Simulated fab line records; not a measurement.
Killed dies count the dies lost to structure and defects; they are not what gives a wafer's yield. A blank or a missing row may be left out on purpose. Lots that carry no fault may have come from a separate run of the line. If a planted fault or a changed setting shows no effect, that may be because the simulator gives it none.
fab line records :: flow n5Finfet
record
  lots=12
  wafers=35
  lastDay=17
route steps=1938 shown BEOL_M1@774 MIM_BOT_ETCH@1866 TV_LITHO@1884 PASSIVATION@1936
lots untouched by any fault: they come from a run of this same line in which no faults occurred
startH: hours from the record's opening day to when the first of the lot's shown wafers began :: waitH: hours from the lot's prior step to this one :: " unchanged from the row above :: L1.1+2: one row covering several wafers at once :: - no value present, or no start provided :: * or withheld: withheld :: < > ~ a bound
route shown NAME@n: NAME is a module with steps in the file, n the number in the route of the first one :: usual: average and standard deviation across the fault-free wafers :: same: alike in all rows :: chamber/n: place in a boat :: sites: per-site readings :: _std_site: standard deviation of those values :: _edge_site: mean of outer sites minus mean of inner sites :: radiusMm: for every site, how far away it sits from the centre of the wafer :: mask NAME#n: copy n :: behind: the last tool/chamber to shape the wafer :: hold: what put the lot on hold/how long, in hours/how the hold closed :: device: whichever transistor did not switch (one of n, p or np) :: end of line: tests of these same wafers at the route's end :: for a step that has no rows: nothing shown but its recipe :: killed: not the wafer's yield, but the dies lost to structure and defects at the first sort :: map: per-die view of a wafer (x killed, . not killed, _ where there is no die)
set.NAME: the setting that was run; set.NAME@STEP: the one run at that earlier step :: model.NAME: the simulator's own value behind a step, which no gauge read
steps of the route over a sample of lots; a table a step, a row a wafer
services: when a tool's chamber went out of use (startH, in hours from the record's first day, below 0 if earlier), for how many hours, and the reason
## steps
# step N5_BEOL_M1_HM_OPEN_17
# recipe
  chemistry=Cl2/BCl3
  targetDepthA=200
  overetchA=60
  target=TiN
  maskMaterial=SOC
  ionEnergyEv=150
  pressureMtorr=10
  icpW=1000
  biasW=126
  Cl2_flow_sccm=53.25
  bcl3FlowSccm=21.75
  Ar_flow_sccm=25
# usual
  drypumpMotorCurrentA=5.75/0.3
  oesProductAu=0.65/0.12
  throttleValvePct=22.0/0.35
lot.wafer: L705.2
tool: rieMetal-02
chamber: 0
startH: 128.12
waitH: 0.1
drypumpMotorCurrentA: 5.86
oesProductAu: 0.81
rfHoursCounterH: -
throttleValvePct: 21.4

lot.wafer: L705.3
tool: rieMetal-02
chamber: 0
startH: 128.12
waitH: 0.1
drypumpMotorCurrentA: 5.84
oesProductAu: 0.80
rfHoursCounterH: -
throttleValvePct: 21.4

lot.wafer: L705.5
tool: rieMetal-02
chamber: 0
startH: 128.12
waitH: 0.1
drypumpMotorCurrentA: 5.89
oesProductAu: 0.80
rfHoursCounterH: -
throttleValvePct: 21.4

lot.wafer: L707.1
tool: rieMetal-01
chamber: 1
startH: 131.52
waitH: 0.0
drypumpMotorCurrentA: 5.54
oesProductAu: 0.48
rfHoursCounterH: 144
throttleValvePct: 22.5

lot.wafer: L707.2
tool: rieMetal-01
chamber: 0
startH: 131.52
waitH: 0.0
drypumpMotorCurrentA: 6.55
oesProductAu: 0.52
rfHoursCounterH: 124
throttleValvePct: 22.2

lot.wafer: L707.5
tool: rieMetal-01
chamber: 1
startH: 131.52
waitH: 0.0
drypumpMotorCurrentA: 5.54
oesProductAu: 0.49
rfHoursCounterH: -
throttleValvePct: 22.5

lot.wafer: L709.2
tool: rieMetal-02
chamber: 1
startH: 145.05
waitH: 0.0
drypumpMotorCurrentA: 5.52
oesProductAu: 0.53
rfHoursCounterH: 129
throttleValvePct: 22.4

lot.wafer: L709.3
tool: rieMetal-02
chamber: 1
startH: 145.05
waitH: 0.0
drypumpMotorCurrentA: 5.52
oesProductAu: 0.53
rfHoursCounterH: -
throttleValvePct: 22.4

lot.wafer: L709.6
tool: rieMetal-02
chamber: 0
startH: 145.05
waitH: 0.0
drypumpMotorCurrentA: 5.87
oesProductAu: 0.81
rfHoursCounterH: -
throttleValvePct: 21.4

lot.wafer: L710.1
tool: rieMetal-03
chamber: 1
startH: 148.09
waitH: 0.0
drypumpMotorCurrentA: 5.56
oesProductAu: 0.57
rfHoursCounterH: 100
throttleValvePct: 22.1

lot.wafer: L710.4
tool: rieMetal-03
chamber: 0
startH: 148.09
waitH: 0.0
drypumpMotorCurrentA: 5.65
oesProductAu: 0.56
rfHoursCounterH: -
throttleValvePct: 22.0

lot.wafer: L710.5
tool: rieMetal-03
chamber: 1
startH: 148.09
waitH: 0.0
drypumpMotorCurrentA: 5.58
oesProductAu: 0.57
rfHoursCounterH: -
throttleValvePct: 22.2

lot.wafer: L713.2
tool: rieMetal-01
chamber: 1
startH: 171.02
waitH: 0.0
drypumpMotorCurrentA: 5.55
oesProductAu: 0.81
rfHoursCounterH: 2
throttleValvePct: 22.4

lot.wafer: L713.3
tool: rieMetal-01
chamber: 0
startH: 171.02
waitH: 0.0
drypumpMotorCurrentA: 6.53
oesProductAu: 0.52
rfHoursCounterH: -
throttleValvePct: 22.3

lot.wafer: L713.5
tool: rieMetal-01
chamber: 1
startH: 171.02
waitH: 0.0
drypumpMotorCurrentA: 5.54
oesProductAu: 0.81
rfHoursCounterH: -
throttleValvePct: 22.4

lot.wafer: L712.1
tool: rieMetal-02
chamber: 0
startH: 171.06
waitH: 0.0
drypumpMotorCurrentA: 5.87
oesProductAu: 0.80
rfHoursCounterH: 7
throttleValvePct: 21.4

lot.wafer: L712.3
tool: rieMetal-02
chamber: 0
startH: 171.06
waitH: 0.0
drypumpMotorCurrentA: 5.88
oesProductAu: 0.78
rfHoursCounterH: -
throttleValvePct: 21.4

lot.wafer: L712.6
tool: rieMetal-02
chamber: 0
startH: 171.06
waitH: 0.0
drypumpMotorCurrentA: 5.89
oesProductAu: 0.79
rfHoursCounterH: -
throttleValvePct: 21.4

lot.wafer: L714.1
tool: rieMetal-02
chamber: 1
startH: 179.04
waitH: 0.0
drypumpMotorCurrentA: 5.52
oesProductAu: 0.50
rfHoursCounterH: 131
throttleValvePct: 22.4

lot.wafer: L714.2
tool: rieMetal-02
chamber: 0
startH: 179.04
waitH: 0.0
drypumpMotorCurrentA: 5.89
oesProductAu: 0.78
rfHoursCounterH: 8
throttleValvePct: 21.5

lot.wafer: L714.6
tool: rieMetal-02
chamber: 1
startH: 179.04
waitH: 0.0
drypumpMotorCurrentA: 5.53
oesProductAu: 0.51
rfHoursCounterH: -
throttleValvePct: 22.4

lot.wafer: L715.3
tool: rieMetal-02
chamber: 0
startH: 184.33
waitH: 0.1
drypumpMotorCurrentA: 5.88
oesProductAu: 0.78
rfHoursCounterH: -
throttleValvePct: 21.4

lot.wafer: L715.6
tool: rieMetal-02
chamber: 1
startH: 184.33
waitH: 0.1
drypumpMotorCurrentA: 5.52
oesProductAu: 0.52
rfHoursCounterH: -
throttleValvePct: 22.4

lot.wafer: L719.1
tool: rieMetal-03
chamber: 1
startH: 206.37
waitH: 0.0
drypumpMotorCurrentA: 5.58
oesProductAu: 0.56
rfHoursCounterH: 105
throttleValvePct: 22.1

lot.wafer: L719.4
tool: rieMetal-03
chamber: 1
startH: 206.37
waitH: 0.0
drypumpMotorCurrentA: 5.58
oesProductAu: 0.57
rfHoursCounterH: -
throttleValvePct: 22.2

lot.wafer: L719.5
tool: rieMetal-03
chamber: 0
startH: 206.37
waitH: 0.0
drypumpMotorCurrentA: 5.65
oesProductAu: 0.56
rfHoursCounterH: -
throttleValvePct: 22.1

lot.wafer: L722.2
tool: rieMetal-01
chamber: 1
startH: 220.58
waitH: 0.1
drypumpMotorCurrentA: 5.52
oesProductAu: 0.78
rfHoursCounterH: -
throttleValvePct: 22.4

lot.wafer: L722.3
tool: rieMetal-01
chamber: 1
startH: 220.58
waitH: 0.1
drypumpMotorCurrentA: 5.55
oesProductAu: 0.77
rfHoursCounterH: -
throttleValvePct: 22.4

lot.wafer: L722.6
tool: rieMetal-01
chamber: 1
startH: 220.58
waitH: 0.1
drypumpMotorCurrentA: 5.55
oesProductAu: 0.78
rfHoursCounterH: -
throttleValvePct: 22.4

lot.wafer: L726.1
tool: rieMetal-03
chamber: 0
startH: 247.31
waitH: 0.0
drypumpMotorCurrentA: 5.64
oesProductAu: 0.54
rfHoursCounterH: 107
throttleValvePct: 22.1

lot.wafer: L726.3
tool: rieMetal-03
chamber: 0
startH: 247.31
waitH: 0.0
drypumpMotorCurrentA: 5.63
oesProductAu: 0.55
rfHoursCounterH: -
throttleValvePct: 22.1

lot.wafer: L726.6
tool: rieMetal-03
chamber: 0
startH: 247.31
waitH: 0.0
drypumpMotorCurrentA: 5.66
oesProductAu: 0.55
rfHoursCounterH: -
throttleValvePct: 22.1

lot.wafer: L727.2
tool: rieMetal-03
chamber: 0
startH: 251.25
waitH: 0.0
drypumpMotorCurrentA: 5.66
oesProductAu: 0.56
rfHoursCounterH: 108
throttleValvePct: 22.1

lot.wafer: L727.5
tool: rieMetal-03
chamber: 0
startH: 251.25
waitH: 0.0
drypumpMotorCurrentA: 5.66
oesProductAu: 0.55
rfHoursCounterH: -
throttleValvePct: 22.1

lot.wafer: L727.6
tool: rieMetal-03
chamber: 1
startH: 251.25
waitH: 0.0
drypumpMotorCurrentA: 5.61
oesProductAu: 0.56
rfHoursCounterH: -
throttleValvePct: 22.2
# step N5_MIM_BOT_ETCH_ETCH_04
# recipe
  chemistry=CF4/O2
  target=SiNx
  targetDepthA=260
  timeS=13
  ionEnergyEv=100
  pressureMtorr=40
  sourceW=535
  biasW=49
  Ar_flow_sccm=100
  cf4FlowSccm=100
  O2_flow_sccm=10
# usual
  drypumpMotorCurrentA=5.7/0.33
  oesProductAu=0.81/0.1
  rfVppV=240/4.5
  showerheadPlenumPTorr=2.21/0.083
  throttleValvePct=15.97/0.22
lot.wafer: L707.1
tool: rieDiel-06
chamber: 0
startH: 267.70
waitH: 0.0
drypumpMotorCurrentA: 5.8
oesProductAu: 0.72
rfHoursCounterH: 208
rfVppV: 237
showerheadPlenumPTorr: 2.27
throttleValvePct: 16.15

lot.wafer: L707.2
tool: rieDiel-06
chamber: 3
startH: 267.70
waitH: 0.0
drypumpMotorCurrentA: 5.2
oesProductAu: 0.72
rfHoursCounterH: 197
rfVppV: 237
showerheadPlenumPTorr: 2.10
throttleValvePct: 15.86

lot.wafer: L707.5
tool: rieDiel-06
chamber: 1
startH: 267.70
waitH: 0.0
drypumpMotorCurrentA: 5.4
oesProductAu: 0.70
rfHoursCounterH: -
rfVppV: 250
showerheadPlenumPTorr: 2.18
throttleValvePct: 16.37

lot.wafer: L705.2
tool: rieDiel-03
chamber: 3
startH: 273.71
waitH: 0.0
drypumpMotorCurrentA: 5.9
oesProductAu: 0.81
rfHoursCounterH: 83
rfVppV: 242
showerheadPlenumPTorr: 2.31
throttleValvePct: 15.92

lot.wafer: L705.3
tool: rieDiel-03
chamber: 0
startH: 273.71
waitH: 0.0
drypumpMotorCurrentA: 5.6
oesProductAu: 0.74
rfHoursCounterH: 184
rfVppV: 239
showerheadPlenumPTorr: 2.11
throttleValvePct: 16.09

lot.wafer: L705.5
tool: rieDiel-03
chamber: 1
startH: 273.71
waitH: 0.0
drypumpMotorCurrentA: 5.3
oesProductAu: 0.68
rfHoursCounterH: -
rfVppV: 233
showerheadPlenumPTorr: 2.26
throttleValvePct: 16.09

lot.wafer: L709.2
tool: rieDiel-02
chamber: 2
startH: 288.94
waitH: 0.0
drypumpMotorCurrentA: 5.4
oesProductAu: 0.98
rfHoursCounterH: 9
rfVppV: 242
showerheadPlenumPTorr: 2.17
throttleValvePct: 15.60

lot.wafer: L709.3
tool: rieDiel-02
chamber: 3
startH: 288.94
waitH: 0.0
drypumpMotorCurrentA: 5.6
oesProductAu: 0.70
rfHoursCounterH: 251
rfVppV: 238
showerheadPlenumPTorr: 2.17
throttleValvePct: 16.56

lot.wafer: L709.6
tool: rieDiel-02
chamber: 2
startH: 288.94
waitH: 0.0
drypumpMotorCurrentA: 5.4
oesProductAu: 0.99
rfHoursCounterH: -
rfVppV: 242
showerheadPlenumPTorr: 2.17
throttleValvePct: 15.61

lot.wafer: L710.1
tool: rieDiel-06
chamber: 3
startH: 298.77
waitH: 0.0
drypumpMotorCurrentA: 5.2
oesProductAu: 0.71
rfHoursCounterH: 210
rfVppV: 237
showerheadPlenumPTorr: 2.09
throttleValvePct: 15.87

lot.wafer: L710.4
tool: rieDiel-06
chamber: 0
startH: 298.77
waitH: 0.0
drypumpMotorCurrentA: 5.8
oesProductAu: 0.70
rfHoursCounterH: 220
rfVppV: 237
showerheadPlenumPTorr: 2.26
throttleValvePct: 16.16

lot.wafer: L710.5
tool: rieDiel-06
chamber: 0
startH: 298.77
waitH: 0.0
drypumpMotorCurrentA: 5.8
oesProductAu: 0.71
rfHoursCounterH: -
rfVppV: 237
showerheadPlenumPTorr: 2.26
throttleValvePct: 16.18

lot.wafer: L712.1
tool: rieDiel-06
chamber: 3
startH: 311.24
waitH: 0.0
drypumpMotorCurrentA: 5.2
oesProductAu: 0.70
rfHoursCounterH: 217
rfVppV: 236
showerheadPlenumPTorr: 2.09
throttleValvePct: 15.89

lot.wafer: L712.3
tool: rieDiel-06
chamber: 0
startH: 311.24
waitH: 0.0
drypumpMotorCurrentA: 5.8
oesProductAu: 0.70
rfHoursCounterH: 227
rfVppV: 237
showerheadPlenumPTorr: 2.26
throttleValvePct: 16.17

lot.wafer: L712.6
tool: rieDiel-06
chamber: 0
startH: 311.24
waitH: 0.0
drypumpMotorCurrentA: 5.8
oesProductAu: 0.70
rfHoursCounterH: -
rfVppV: 237
showerheadPlenumPTorr: 2.26
throttleValvePct: 16.19

lot.wafer: L714.1
tool: rieDiel-06
chamber: 0
startH: 316.55
waitH: 0.0
drypumpMotorCurrentA: 5.8
oesProductAu: 0.70
rfHoursCounterH: 229
rfVppV: 236
showerheadPlenumPTorr: 2.26
throttleValvePct: 16.20

lot.wafer: L714.2
tool: rieDiel-06
chamber: 3
startH: 316.55
waitH: 0.0
drypumpMotorCurrentA: 5.2
oesProductAu: 0.70
rfHoursCounterH: 219
rfVppV: 236
showerheadPlenumPTorr: 2.09
throttleValvePct: 15.90

lot.wafer: L714.6
tool: rieDiel-06
chamber: 2
startH: 316.55
waitH: 0.0
drypumpMotorCurrentA: 6.3
oesProductAu: 0.88
rfHoursCounterH: -
rfVppV: 240
showerheadPlenumPTorr: 2.34
throttleValvePct: 15.90

lot.wafer: L713.2
tool: rieDiel-03
chamber: 0
startH: 317.70
waitH: 0.0
drypumpMotorCurrentA: 5.5
oesProductAu: 0.74
rfHoursCounterH: 200
rfVppV: 239
showerheadPlenumPTorr: 2.10
throttleValvePct: 16.13

lot.wafer: L713.3
tool: rieDiel-03
chamber: 3
startH: 317.70
waitH: 0.0
drypumpMotorCurrentA: 5.9
oesProductAu: 0.79
rfHoursCounterH: 100
rfVppV: 242
showerheadPlenumPTorr: 2.31
throttleValvePct: 15.95

lot.wafer: L713.5
tool: rieDiel-03
chamber: 2
startH: 317.70
waitH: 0.0
drypumpMotorCurrentA: 6.1
oesProductAu: 0.92
rfHoursCounterH: -
rfVppV: 235
showerheadPlenumPTorr: 2.18
throttleValvePct: 15.59

lot.wafer: L715.3
tool: rieDiel-06
chamber: 2
startH: 322.99
waitH: 0.0
drypumpMotorCurrentA: 6.3
oesProductAu: 0.87
rfHoursCounterH: 44
rfVppV: 240
showerheadPlenumPTorr: 2.34
throttleValvePct: 15.88

lot.wafer: L715.6
tool: rieDiel-06
chamber: 3
startH: 322.99
waitH: 0.0
drypumpMotorCurrentA: 5.2
oesProductAu: 0.70
rfHoursCounterH: -
rfVppV: 236
showerheadPlenumPTorr: 2.09
throttleValvePct: 15.90

lot.wafer: L719.1
tool: rieDiel-06
chamber: 3
startH: 352.27
waitH: 0.0
drypumpMotorCurrentA: 5.2
oesProductAu: 0.68
rfHoursCounterH: 233
rfVppV: 238
showerheadPlenumPTorr: 2.09
throttleValvePct: 15.89

lot.wafer: L719.4
tool: rieDiel-06
chamber: 1
startH: 352.27
waitH: 0.0
drypumpMotorCurrentA: 5.4
oesProductAu: 0.93
rfHoursCounterH: 11
rfVppV: 249
showerheadPlenumPTorr: 2.17
throttleValvePct: 15.90

lot.wafer: L719.5
tool: rieDiel-06
chamber: 0
startH: 352.27
waitH: 0.0
drypumpMotorCurrentA: 5.8
oesProductAu: 0.69
rfHoursCounterH: -
rfVppV: 237
showerheadPlenumPTorr: 2.26
throttleValvePct: 16.23

lot.wafer: L722.2
tool: rieDiel-03
chamber: 3
startH: 352.59
waitH: 0.0
drypumpMotorCurrentA: 5.9
oesProductAu: 0.79
rfHoursCounterH: 113
rfVppV: 241
showerheadPlenumPTorr: 2.30
throttleValvePct: 15.98

lot.wafer: L722.3
tool: rieDiel-03
chamber: 2
startH: 352.59
waitH: 0.0
drypumpMotorCurrentA: 6.1
oesProductAu: 0.88
rfHoursCounterH: 22
rfVppV: 235
showerheadPlenumPTorr: 2.17
throttleValvePct: 15.61

lot.wafer: L722.6
tool: rieDiel-03
chamber: 0
startH: 352.59
waitH: 0.0
drypumpMotorCurrentA: 5.6
oesProductAu: 0.72
rfHoursCounterH: -
rfVppV: 237
showerheadPlenumPTorr: 2.10
throttleValvePct: 16.15

lot.wafer: L726.1
tool: rieDiel-06
chamber: 2
startH: 388.37
waitH: 0.0
drypumpMotorCurrentA: 6.3
oesProductAu: 0.85
rfHoursCounterH: 69
rfVppV: 241
showerheadPlenumPTorr: 2.33
throttleValvePct: 15.94

lot.wafer: L726.3
tool: rieDiel-06
chamber: 1
startH: 388.37
waitH: 0.0
drypumpMotorCurrentA: 5.4
oesProductAu: 0.91
rfHoursCounterH: 25
rfVppV: 248
showerheadPlenumPTorr: 2.16
throttleValvePct: 15.93

lot.wafer: L726.6
tool: rieDiel-06
chamber: 3
startH: 388.37
waitH: 0.0
drypumpMotorCurrentA: 5.2
oesProductAu: 0.68
rfHoursCounterH: -
rfVppV: 236
showerheadPlenumPTorr: 2.08
throttleValvePct: 15.93

lot.wafer: L727.2
tool: rieDiel-03
chamber: 0
startH: 402.11
waitH: 0.0
drypumpMotorCurrentA: 5.5
oesProductAu: 0.71
rfHoursCounterH: 229
rfVppV: 237
showerheadPlenumPTorr: 2.09
throttleValvePct: 16.20

lot.wafer: L727.5
tool: rieDiel-03
chamber: 3
startH: 402.11
waitH: 0.0
drypumpMotorCurrentA: 5.9
oesProductAu: 0.77
rfHoursCounterH: -
rfVppV: 242
showerheadPlenumPTorr: 2.30
throttleValvePct: 16.00

lot.wafer: L727.6
tool: rieDiel-03
chamber: 0
startH: 402.11
waitH: 0.0
drypumpMotorCurrentA: 5.5
oesProductAu: 0.71
rfHoursCounterH: -
rfVppV: 239
showerheadPlenumPTorr: 2.09
throttleValvePct: 16.18
# step N5_PASSIVATION_OVL_MEAS_60
# recipe
  pointsPerWafer=44
# usual
  TV_OVL=1/4.9
lot.wafer: L707.1
tool: overlay-02
chamber: 0
startH: 270.58
waitH: 0.0
TV_OVL[nm]: -1

lot.wafer: L707.2
tool: overlay-02
chamber: 0
startH: 270.58
waitH: 0.0
TV_OVL[nm]: -6

lot.wafer: L707.5
tool: overlay-02
chamber: 0
startH: 270.58
waitH: 0.0
TV_OVL[nm]: -8

lot.wafer: L705.2
tool: overlay-01
chamber: 0
startH: 275.41
waitH: 0.0
TV_OVL[nm]: 2

lot.wafer: L705.3
tool: overlay-01
chamber: 0
startH: 275.41
waitH: 0.0
TV_OVL[nm]: -6

lot.wafer: L705.5
tool: overlay-01
chamber: 0
startH: 275.41
waitH: 0.0
TV_OVL[nm]: -8

lot.wafer: L709.2
tool: overlay-01
chamber: 0
startH: 292.31
waitH: 0.0
TV_OVL[nm]: 7

lot.wafer: L709.3
tool: overlay-01
chamber: 0
startH: 292.31
waitH: 0.0
TV_OVL[nm]: 5

lot.wafer: L709.6
tool: overlay-01
chamber: 0
startH: 292.31
waitH: 0.0
TV_OVL[nm]: 6

lot.wafer: L710.1
tool: overlay-01
chamber: 0
startH: 302.65
waitH: 0.0
TV_OVL[nm]: -4

lot.wafer: L710.4
tool: overlay-01
chamber: 0
startH: 302.65
waitH: 0.0
TV_OVL[nm]: -6

lot.wafer: L710.5
tool: overlay-01
chamber: 0
startH: 302.65
waitH: 0.0
TV_OVL[nm]: 1

lot.wafer: L712.1
tool: overlay-02
chamber: 0
startH: 312.61
waitH: 0.0
TV_OVL[nm]: 5

lot.wafer: L712.3
tool: overlay-02
chamber: 0
startH: 312.61
waitH: 0.0
TV_OVL[nm]: -11

lot.wafer: L712.6
tool: overlay-02
chamber: 0
startH: 312.61
waitH: 0.0
TV_OVL[nm]: -1

lot.wafer: L714.1
tool: overlay-01
chamber: 0
startH: 318.67
waitH: 0.0
TV_OVL[nm]: -4

lot.wafer: L714.2
tool: overlay-01
chamber: 0
startH: 318.67
waitH: 0.0
TV_OVL[nm]: 3

lot.wafer: L714.6
tool: overlay-01
chamber: 0
startH: 318.67
waitH: 0.0
TV_OVL[nm]: -2

lot.wafer: L713.2
tool: overlay-01
chamber: 0
startH: 320.84
waitH: 0.0
TV_OVL[nm]: -2

lot.wafer: L713.3
tool: overlay-01
chamber: 0
startH: 320.84
waitH: 0.0
TV_OVL[nm]: -4

lot.wafer: L713.5
tool: overlay-01
chamber: 0
startH: 320.84
waitH: 0.0
TV_OVL[nm]: -4

lot.wafer: L715.3
tool: overlay-02
chamber: 0
startH: 332.10
waitH: 0.0
TV_OVL[nm]: -11

lot.wafer: L715.6
tool: overlay-02
chamber: 0
startH: 332.10
waitH: 0.0
TV_OVL[nm]: -1

lot.wafer: L719.1
tool: overlay-01
chamber: 0
startH: 354.79
waitH: 0.0
TV_OVL[nm]: 2

lot.wafer: L719.4
tool: overlay-01
chamber: 0
startH: 354.79
waitH: 0.0
TV_OVL[nm]: 8

lot.wafer: L719.5
tool: overlay-01
chamber: 0
startH: 354.79
waitH: 0.0
TV_OVL[nm]: 4

lot.wafer: L722.2
tool: overlay-02
chamber: 0
startH: 354.96
waitH: 0.0
TV_OVL[nm]: 1

lot.wafer: L722.3
tool: overlay-02
chamber: 0
startH: 354.96
waitH: 0.0
TV_OVL[nm]: 4

lot.wafer: L722.6
tool: overlay-02
chamber: 0
startH: 354.96
waitH: 0.0
TV_OVL[nm]: 0

lot.wafer: L726.1
tool: overlay-02
chamber: 0
startH: 390.26
waitH: 0.0
TV_OVL[nm]: -5

lot.wafer: L726.3
tool: overlay-02
chamber: 0
startH: 390.26
waitH: 0.0
TV_OVL[nm]: -9

lot.wafer: L726.6
tool: overlay-02
chamber: 0
startH: 390.26
waitH: 0.0
TV_OVL[nm]: 8

lot.wafer: L727.2
tool: overlay-01
chamber: 0
startH: 404.65
waitH: 0.0
TV_OVL[nm]: 13

lot.wafer: L727.5
tool: overlay-01
chamber: 0
startH: 404.65
waitH: 0.0
TV_OVL[nm]: 6

lot.wafer: L727.6
tool: overlay-01
chamber: 0
startH: 404.65
waitH: 0.0
TV_OVL[nm]: 5
# step N5_PASSIVATION_PROBE_49
# usual
  defectLimitedYield=91.4/1.5
  killed_at_M0_to_M3=34/12
  killed_at_M4_up=12/4.9
  killedAtContacts=13/7.2
  killedAtFrontEnd=39/12
  killedAtOther=3.7/2.9
  killedDies=101/18
  killedOpen=67/14
  killedShort=33/7.2
  sort_bin_5_function=5.1/0.97
  sort_bin_6_memory=3.2/0.67
  sortNPass=1079/17
  sortYieldPct=91.4/1.5
# same
  grossDies=1180
  killedAtBackSide=0
  sort_bin_4_leakage[%]=0
  sort_bin_8_speed[%]=0
lot.wafer: L715.3
tool: prober-01
chamber: -
startH: 339.11
waitH: 0.1
defectLimitedYield[%]: 87.5
killed_at_M0_to_M3: 31
killed_at_M4_up: 11
killedAtContacts: 12
killedAtFrontEnd: 86
killedAtOther: 8
killedDies: 148
killedOpen: 98
killedShort: 46
sort_bin_5_function[%]: 8.0
sort_bin_6_memory[%]: 4.1
sortNPass: 1032
sortYieldPct[%]: 87.5

lot.wafer: L715.6
tool: prober-01
chamber: -
startH: 339.26
waitH: 0.3
defectLimitedYield[%]: 82.7
killed_at_M0_to_M3: 129
killed_at_M4_up: 13
killedAtContacts: 16
killedAtFrontEnd: 41
killedAtOther: 5
killedDies: 204
killedOpen: 67
killedShort: 37
sort_bin_5_function[%]: 11.5
sort_bin_6_memory[%]: 4.3
sortNPass: 976
sortYieldPct[%]: 82.7
# killed by level:class
L715.3 FIN_SAQP:geometricParticle:open=20 STI_FIN_REVEAL:geometricParticle:open=17 FIN_SAQP:geometricParticle:short=10 MOL_CONTACT_COAG:geometricParticle:open=10 GATE_CUT:geometricParticle:short=9 BEOL_M0_SAQP:geometricParticle:short=8 BEOL_M2:geometricParticle:open=6 DUMMY_GATE:geometricParticle:open=6
L715.6 BEOL_M1:unspecified=95 MOL_CONTACT_COAG:geometricParticle:open=12 BEOL_M0_SAQP:geometricParticle:open=11 FIN_SAQP:geometricParticle:short=10 BEOL_M4:geometricParticle:open=8 FIN_SAQP:geometricParticle:open=6 BEOL_M0_SAQP:geometricParticle:short=6 BEOL_M2:geometricParticle:open=5
## services
tool: rieMetal-02
chamber: 1
startH: 118.02
hours: 13.9
kind: repair

tool: rieDiel-06
chamber: 3
startH: 119.33
hours: 22.6
kind: repair

tool: rieDiel-02
chamber: 1
startH: 146.47
hours: 3.9
kind: repair

tool: rieDiel-06
chamber: 2
startH: 165.55
hours: -
kind: clean

tool: rieDiel-06
chamber: 2
startH: 165.55
hours: -
kind: consumableReplace:focusRing

tool: rieDiel-06
chamber: 2
startH: 165.55
hours: -
kind: consumableReplace:showerhead

tool: rieDiel-06
chamber: 2
startH: 165.55
hours: 25.6
kind: scheduledDown

tool: rieDiel-06
chamber: 2
startH: 165.55
hours: 25.6
kind: ventCycle

tool: rieMetal-03
chamber: -
startH: 168.61
hours: 0.6
kind: repair

tool: rieMetal-01
chamber: -
startH: 179.17
hours: 2.1
kind: repair

tool: rieDiel-02
chamber: 3
startH: 185.18
hours: 6.4
kind: repair

tool: rieDiel-03
chamber: 3
startH: 225.89
hours: 3.9
kind: repair

tool: rieMetal-02
chamber: -
startH: 243.73
hours: 5.6
kind: repair

tool: rieDiel-06
chamber: 2
startH: 279.68
hours: 6.7
kind: repair

tool: rieDiel-06
chamber: 1
startH: 303.13
hours: -
kind: clean

tool: rieDiel-06
chamber: 1
startH: 303.13
hours: -
kind: consumableReplace:focusRing

tool: rieDiel-06
chamber: 1
startH: 303.13
hours: 17.1
kind: scheduledDown

tool: rieDiel-06
chamber: 1
startH: 303.13
hours: 17.1
kind: ventCycle

tool: rieMetal-01
chamber: 1
startH: 308.47
hours: 4.1
kind: repair

tool: rieMetal-03
chamber: 0
startH: 345.90
hours: 13.0
kind: repair

tool: rieDiel-03
chamber: -
startH: 355.55
hours: 2.2
kind: repair

tool: rieDiel-06
chamber: 0
startH: 368.38
hours: -
kind: clean

tool: rieDiel-06
chamber: 0
startH: 368.38
hours: -
kind: consumableReplace:focusRing

tool: rieDiel-03
chamber: 0
startH: 395.92
hours: 5.6
kind: repair
## key
firstSign
  step=N5_PASSIVATION_PROBE_49
  reading=killed_at_M0_to_M3
  direction=up
  sigmas=8.2
  usual=34
  struck=129
effect
  step=N5_PASSIVATION_PROBE_49
  reading=killedDies
  direction=up
  sigmas=5.9
  usual=101
  struck=204
moreKillsBornAt
  N5_BEOL_M1_HM_OPEN_17@rieMetal-02=95
metAt N5_BEOL_M1_HM_OPEN_17
struckLots L715
struckWafers L715.6
notActingAt N5_MIM_BOT_ETCH_ETCH_04,N5_PASSIVATION_OVL_MEAS_60
onsetBetween 179.04 184.33
fault
  kind=chamberParticleSource
  tool=rieMetal-02
  chamber=1
  onsetH=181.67
  steps=N5_BEOL_M1_HM_OPEN_17
  ratePerVisitCm2=0.46139
  endH=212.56
